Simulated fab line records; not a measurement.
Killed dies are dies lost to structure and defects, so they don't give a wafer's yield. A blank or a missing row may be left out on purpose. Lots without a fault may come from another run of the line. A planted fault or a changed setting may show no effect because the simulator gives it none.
A lot that was struck, set against a sound lot | flow nand-harc | 15 out of 1159 route steps
Sound: these wafers, L142.2, L142.3, L142.5. Struck: wafer L161.1. (L161.2, L161.5 of the same lot were not struck and are left out.) The cause comes at the end.
At each step with rows: each side's tool, then ch and its chambers, then its first start. Under that, the readings that differ: sound wafers | struck wafers | difference of the means | sigmas: that difference in standard deviations of wafers without a fault.
alike: readings whose means differ by less than 2 such deviations, and words and numbers that are the same on both sides. not compared: withheld readings, readings that some wafer has no value for, bounds like >300 that may hide the same value, and numbers for which the record gives no deviation and whose values overlap.
Wherever a step has rows on one side only, a row that says differs or no value, or a row with sigmas, the two part there. Non-overlapping numbers with no deviation appear without sigmas and do not part them. Lack of a reading on every wafer of one side parts them only where that side has two or more wafers.

first, 5 steps without rows for these wafers: NHARC_A_CONTACT_SOFTBAKE_64 (time 55 s); NHARC_A_CONTACT_EBR_65; NHARC_A_CONTACT_EXPOSE_66 (exposes mask A CC 2); NHARC_A_CONTACT_PEB_67 (peb time 65 s); NHARC_A_CONTACT_DEVELOP_68 (develop time 35 s).
NHARC_A_CONTACT_CD_MEAS_69: the cd target is 200 nm.
  sound on cd-sem-02 ch 0, day 17 07:58; struck on cd-sem-03 ch 0, day 22 04:11
  reading    | sound             | struck | difference | sigmas
  cd-nm (nm) | 199.8 200.1 200.6 | 198.6  | -1.6       | -3
NHARC_A_CONTACT_OVL_MEAS_70:
  sound on overlay-02, day 17 08:02; struck on overlay-02, day 22 04:16
  reading           | sound          | struck | difference | sigmas
  overlay-x-nm (nm) | -1.7 -1.5 -1.2 | 0.0    | +1.5       | +2
  alike: overlay-y-nm
NHARC_A_CONTACT_INSPECT_71:
  sound on defect-inspect-01, day 17 08:05; struck on defect-inspect-01, day 22 04:19
  alike: raw-defect-count
NHARC_A_CONTACT_DESCUM_74: chemistry O2, time 3 s.
  sound on rie-diel-11 ch 1,2,3, day 17 08:10; struck on rie-diel-11 ch 2, day 22 04:23
  alike: chamber-pressure-mTorr, drypump-motor-current-A, oes-product-au, rf-vpp-V, showerhead-plenum-p-Torr, throttle-valve-pct
  not compared: rf-hours-counter-h
NHARC_A_CONTACT_ETCH_75: etches the open film in CF4, target depth 39 nm, time 65 s.
  sound on rie-diel-11 ch 1,2, day 17 08:13; struck on rie-diel-11 ch 1, day 22 04:31
  alike: chamber-pressure-mTorr, drypump-motor-current-A, oes-product-au, rf-vpp-V, run-length-s, showerhead-plenum-p-Torr, throttle-valve-pct
  not compared: rf-hours-counter-h
NHARC_A_CONTACT_ETCH_76: etches the open film in N2/H2, target depth 260 nm, time 475.3 s.
  sound on rie-diel-11 ch 0,2,3; struck on rie-diel-11 ch 0
  reading               | sound             | struck | difference | sigmas
  oes-product-au (a.u.) | 0.992 0.988 0.984 | 1.008  | +0.020     | +2
  rf-vpp-V (V)          | 426.6 431.1 435.2 | 424.1  | -6.9       | -3
  alike: chamber-pressure-mTorr, drypump-motor-current-A, run-length-s, showerhead-plenum-p-Torr, throttle-valve-pct
  not compared: rf-hours-counter-h
NHARC_A_CONTACT_ETCH_77: etches the open film in CF4/CHF3, target depth 72.6 nm, time 36.3 s.
  sound on rie-diel-11 ch 2,3; struck on rie-diel-11 ch 1
  alike: chamber-pressure-mTorr, drypump-motor-current-A, oes-product-au, rf-vpp-V, run-length-s, showerhead-plenum-p-Torr, throttle-valve-pct
  not compared: rf-hours-counter-h
NHARC_A_CONTACT_ETCH_78: etches the open film in O2/COS, target depth 2800 nm, time 728 s.
  sound on rie-diel-11 ch 0,1,2, day 17 08:47; struck on rie-diel-11 ch 0, day 22 05:07
  reading          | sound             | struck | difference | sigmas
  run-length-s (s) | 748.7 749.5 749.3 | 539.3  | -209.9     | -99 or more
  alike: chamber-pressure-mTorr, cos-flow-sccm, drypump-motor-current-A, oes-product-au, rf-vpp-V, showerhead-plenum-p-Torr, throttle-valve-pct
  not compared: rf-hours-counter-h
NHARC_A_CONTACT_ETCH_124: etches the open film in C4F8/O2/Ar, time 140 s, target depth 700 nm.
  sound on har-cap-etch-03 ch 0,1, day 17 09:19; struck on har-cap-etch-02 ch 0, day 22 05:38
  alike: chamber-pressure-mTorr, run-length-s
  not compared: rf-hours-counter-h
-- record jumps: 2 days between struck wafers' starts before vs after; left off in module A_CONTACT, resumes in module END, first step shown is number 1159 of the route --
NHARC_END_SORT_01:
  the record has rows for the struck wafers here (prober-01 ch 0, day 24 17:35) and none for the sound ones

== WHERE THEY PART ==
At NHARC_A_CONTACT_CD_MEAS_69 first; at NHARC_END_SORT_01 last (within this record only).

WHY: what had been put in by the simulator
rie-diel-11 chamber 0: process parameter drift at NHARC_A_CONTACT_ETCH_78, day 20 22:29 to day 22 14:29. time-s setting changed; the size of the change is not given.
